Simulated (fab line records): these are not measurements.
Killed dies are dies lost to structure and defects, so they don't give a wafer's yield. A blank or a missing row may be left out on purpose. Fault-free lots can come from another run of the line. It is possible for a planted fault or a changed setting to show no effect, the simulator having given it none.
Which tool was responsible? | flow nandHarc | 12 lots (36 wafers sampled), 1 step of a 1302-step route

WHAT EACH GAUGE READ, for each wafer
NHARC_P_M0_CD_MEAS_09 targets a cd of 90 nm.
lot  | measured     | on       | cdNm (nm)
L076 | day 6 21:47  | cdSem-03 | 89.8 89.5 90.2
L077 | day 7 10:27  | cdSem-01 | 90.5 91.1 90.6
L079 | day 8 07:51  | cdSem-03 | 90.3 90.1 89.7
L081 | day 8 23:11  | cdSem-03 | 89.8 89.9 89.7
L083 | day 9 22:40  | cdSem-03 | 89.2 90.1 89.8
L085 | day 10 14:49 | cdSem-01 | 90.1 90.0 89.8
L087 | day 11 11:56 | cdSem-02 | 90.8 91.0 90.3
L089 | day 12 06:38 | cdSem-02 | 91.3 90.9 91.2
L090 | day 12 23:48 | cdSem-02 | 90.1 89.7 90.4
L093 | day 13 20:46 | cdSem-02 | 90.4 90.3 91.7
L095 | day 15 04:34 | cdSem-01 | 90.0 90.1 89.7
L097 | day 15 16:11 | cdSem-02 | 89.0 89.8 89.3

EACH LOT AND THE TOOL THAT RAN IT (in order: tool; ch and the chambers of the sampled wafers; start)
Before these readings, the record contains no process step.

THE ANSWER, worked out from the rows above alone
Rule: the lots themselves supply what counts as usual. Put in order of their means at a reading, lots are off if they are a third of the lots or fewer, leave a main group of 4 or more, and stand apart from it by a gap of 3 or more times the standard deviation of the main group's means; of several such gaps the widest counts. Not used: any main group whose means are identical at the precision the tables above print for the reading. Also off: a lot with no number at a reading for which 4 or more lots have one. All remaining lots with rows at the step are treated as sound.
Nothing can be told from this: no lot is off at any reading shown.

WHAT HAD BEEN PUT IN BY THE SIMULATOR
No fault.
